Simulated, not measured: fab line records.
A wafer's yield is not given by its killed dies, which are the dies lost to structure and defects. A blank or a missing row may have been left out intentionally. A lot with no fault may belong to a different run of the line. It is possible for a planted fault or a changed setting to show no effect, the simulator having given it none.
Problem report in the 8D (eight disciplines) form, filled by code -- flow n5_finfet -- the parts of the form that need people (team, actions taken, sign-off) are left out

## 1. PROBLEM STATEMENT
At N5_BEOL_M6_INSPECT_30, raw_defect_count averages 1552 over 2 wafers from 2 lots, while fault-free wafers read 424, standard deviation 100. That puts it +11 standard deviations away from the usual mean.
The step: inspects for defects (brightfield).
Earliest sighting: wafer L944.6 on defect_inspect-01 at day 14 12:36. The record holds 29 wafers of 10 lots with a number at this step. By rule, "out" or "out of limits" means more than 4 standard deviations away from the usual mean. Any other wafer with a number is counted as sound.

## 2. WHAT IT IS, AND WHAT IT ISN'T
question,is,is not
which readings at this step,raw_defect_count,-
which lots,"L944, L946","L924, L925, L928, L929, L934, L935, L936, L938"
which wafers of those lots,"L944.6, L946.3","L944.1, L944.5, L946.4, L946.6"
read on which gauges,defect_inspect-01,defect_inspect-02
when,from day 14 12:36,up to then (25 sound wafers); but 2 sound wafers of L946 came after

## 3. SUSPECTS, AND WHAT RULES EACH OUT
Counting: if a tool at a process step up to the reading ran every lot that is out, it stays a suspect. Sound lots after the first of them don't rule it out here, since some wafers of a struck lot are sound.
- the gauge at N5_BEOL_M6_INSPECT_30 is ruled out. All the wafers that are out were read on defect_inspect-01, but those of them that N5_PASSIVATION_PROBE_49 has rows for are out there too, on other tools.
- rie_diel-03 at N5_BEOL_M6_DESCUM_16 (chemistry O2, time 7.9 s): kept. Every lot that is out went through it, the first being L944 (day 14 11:16); the last sound lot it ran before that was L938 (day 13 02:08).
- rie_diel-03 at N5_BEOL_M6_STRIP_67 (strips in CF4): kept. Every lot that is out went through it, the first being L944 (day 14 11:31); the last sound lot it ran before that was L938 (day 13 02:22).
- rie_diel-03, N5_BEOL_M6_DESCUM_16: wafers that are out in chamber 1, sound lot-mates in chambers 0, 2.
- rie_diel-03, N5_BEOL_M6_STRIP_67: wafers that are out in chamber 1, sound lot-mates in chambers 0, 2.
Left after counting: rie_diel-03 at N5_BEOL_M6_DESCUM_16, rie_diel-03 at N5_BEOL_M6_STRIP_67.

## 4. THE CAUSE (what the simulator had put in)
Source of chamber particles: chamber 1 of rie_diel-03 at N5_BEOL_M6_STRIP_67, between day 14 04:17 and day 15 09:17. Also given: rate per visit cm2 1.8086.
Counting left 2 suspects, and this tool is among them.

## 5. THE CHAIN OF EFFECTS, in route order
Each row: a reading where the mean over the struck wafers with a number is more than 3 standard deviations away from the usual. Only readings for which the record gives a usual standard deviation are gone through. hours: the time from each lot's start at the first step in this table that gives one to its start at this step, as a median over the lots. sigmas: the change in usual standard deviations.
hours,step,reading,usual,on struck wafers,change,sigmas
0,N5_BEOL_M6_INSPECT_30,raw_defect_count,424,1552,+1128,+11
97,N5_PASSIVATION_PROBE_49,defect_limited_yield,91.5 %,84.5,-7.0,-5.3
97,N5_PASSIVATION_PROBE_49,killed_at_M4_up,13,94,+80,+17
97,N5_PASSIVATION_PROBE_49,killed_dies,101,182,+81,+5.4
97,N5_PASSIVATION_PROBE_49,killed_on_rim,14,32,+18,+4.2
97,N5_PASSIVATION_PROBE_49,sort_bin_5_function,5.0 %,8.6,+3.6,+4.0
97,N5_PASSIVATION_PROBE_49,sort_n_pass,1079,998,-81,-5.1
97,N5_PASSIVATION_PROBE_49,sort_yield_pct,91.4 %,84.5,-6.9,-4.9
It contains these process steps:
- N5_PASSIVATION_PROBE_49

## 6. WHAT WOULD HAVE CAUGHT IT SOONER
In this record the first reading out of limits at a measuring or inspecting step was taken at day 14 12:36, 8 hours after the fault began at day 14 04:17.
An alarm limit of 4 standard deviations would not have fired on the tool readings at N5_BEOL_M6_STRIP_67 for which the record gives a usual standard deviation, since none of them was out on any struck wafer.
L946, from the lots that are out (2), started N5_BEOL_M6_STRIP_67 on rie_diel-03 later than day 14 12:36. A tool hold placed at that time would have kept it from harm.
